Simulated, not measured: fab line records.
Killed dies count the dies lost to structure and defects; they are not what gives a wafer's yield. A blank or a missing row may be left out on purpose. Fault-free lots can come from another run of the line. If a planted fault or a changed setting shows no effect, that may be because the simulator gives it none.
Struck lot and sound lot, side by side / flow n5_finfet / 35 steps out of a route of 1938
Sound: wafers L411.3, L411.5, L411.6. Struck: wafers L412.3, L412.6 (left out: L412.1, a lot-mate that was not struck); the cause follows at the end.
Order at every step that has rows: each side's tool, ch and its chambers, its first start. Under that, the readings that differ: sound wafers / struck wafers / difference of the means / sigmas: that difference in standard deviations of wafers without a fault.
alike: readings whose means differ by less than 2 such deviations, and words and numbers that are the same on both sides. not compared: withheld readings, readings that some wafer has no value for, bounds like >300 that may hide the same value, and numbers for which the record gives no deviation and whose values overlap.
Wherever a step has rows on one side only, a row that says differs or no value, or a row with sigmas, the two part there. Numbers that don't overlap but have no deviation are shown without sigmas and don't part them. A reading that every wafer of one side lacks parts them only if that side has two wafers or more.

first, 8 steps without rows for these wafers: N5_BEOL_M9_SPUTTER_48 (material Cu, target thk 12 nm, time 2 s); N5_BEOL_M9_ECD_50 (material Cu, target thk 318 nm); N5_BEOL_M9_ANNEAL_51 (time 90 s); N5_BEOL_M9_CMP_52 (polishes, stops on SiCOH lowk, t overpolish 7 s, target thk 140 nm); N5_BEOL_M9_PRE_CLEAN_55 (time 15 s); N5_BEOL_M9_DEP_56 (deposits SiCN from 3MS/NH3, target thk 15 nm, time 26.5 s); N5_BEOL_M10_ILD_DEP_00 (deposits SiCOH lowk from DEMS/porogen, target thk 308.51 nm, time 58 s); N5_BEOL_M10_CURE_71 (cures SiCOH lowk, time 240 s).
N5_BEOL_M10_PECVD_70: deposits SiO2 from TEOS/O2, target thk 20 nm, time 22.7 s.
  sound on pecvd-03 ch 0,1,2, day 15 11:38; struck on pecvd-04 ch 2, day 15 10:46
reading=susceptor_temp_C (C); sound=399.92 400.29 399.67; struck=366.31 366.26; difference=-33.68; sigmas=-99 or more
reading=throttle_valve_pct (%); sound=23.4 22.2 22.5; struck=20.2 20.5; difference=-2.3; sigmas=-3
reading=model.SiO2_of_BEOL_M10_PECVD_70.thk_nm (nm); sound=19.6 20 20; struck=24 24.4; difference=+4; sigmas=
  alike: heater_power_w, showerhead_plenum_p_Torr, showerhead_vpp_V
then, 24 steps without rows for these wafers: N5_BEOL_M10_HM_DEP_02 (deposits TiN, target thk 20 nm); N5_BEOL_M10_COAT_59 (time 60 s, resist thk 100 nm); N5_BEOL_M10_COAT_60 (time 60 s, resist thk 30 nm); N5_BEOL_M10_COAT_05 (resist thk 90 nm); N5_BEOL_M10_EBR_07; N5_BEOL_M10_SOFTBAKE_06 (time 60 s); N5_BEOL_M10_EXPOSE_08 (exposes mask M10); N5_BEOL_M10_PEB_09 (peb time 60 s); N5_BEOL_M10_DEVELOP_10 (develop time 30 s); N5_BEOL_M10_DESCUM_16 (chemistry O2, time 7.9 s); N5_BEOL_M10_ETCH_61 (etches SiARC in CF4, target depth 39 nm, time 65 s); N5_BEOL_M10_ETCH_62 (etches SOC in N2/H2, target depth 110 nm, overetch 22 nm, time 165 s); N5_BEOL_M10_STRIP_68 (strips in N2/H2); N5_BEOL_M10_STRIP_67 (strips in CF4); N5_BEOL_M10_HM_OPEN_17 (chemistry Cl2/BCl3, target TiN, target depth 20 nm, overetch 6 nm); N5_BEOL_M10_STRIP_19 (strips in O2); N5_BEOL_M10_COAT_63 (time 60 s, resist thk 100 nm); N5_BEOL_M10_COAT_64 (time 60 s, resist thk 30 nm); N5_BEOL_M10_COAT_22 (resist thk 90 nm); N5_BEOL_M10_EBR_24; N5_BEOL_M10_SOFTBAKE_23 (time 60 s); N5_BEOL_M10_EXPOSE_25 (exposes mask V9); N5_BEOL_M10_PEB_26 (peb time 60 s); N5_BEOL_M10_DEVELOP_27 (develop time 30 s).
N5_BEOL_M10_HM_STRIP_39: strips TiN in peroxide tin strip, target depth 25 nm, time 158 s.
  sound on wet_bench-05 ch 5,6,7, day 15 15:32; struck on wet_bench-05 ch 0,1, day 15 13:09
reading=model.SiO2_of_BEOL_M10_PECVD_70.thk_nm (nm); sound=19.4 19.8 19.8; struck=24 24.2; difference=+4; sigmas=
N5_BEOL_M10_CMP_52: polishes, stops on SiCOH lowk, t overpolish 7 s, target thk 140 nm.
  sound on cmp-02 ch 2,3, day 15 17:34; struck on cmp-04 ch 1,3, day 15 16:25
reading=barrier_field_endpoint_s (s); sound=29.4 29.8 30.4; struck=34.3 34.8; difference=+4.7; sigmas=+8
  alike: motor_current_A

WHERE THEY PART
Last at N5_BEOL_M10_CMP_52 as far as this record goes, first at N5_BEOL_M10_PECVD_70.

WHY: what had been put in by the simulator
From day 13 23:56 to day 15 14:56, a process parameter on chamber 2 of pecvd-04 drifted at N5_BEOL_M10_PECVD_70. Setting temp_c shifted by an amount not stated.
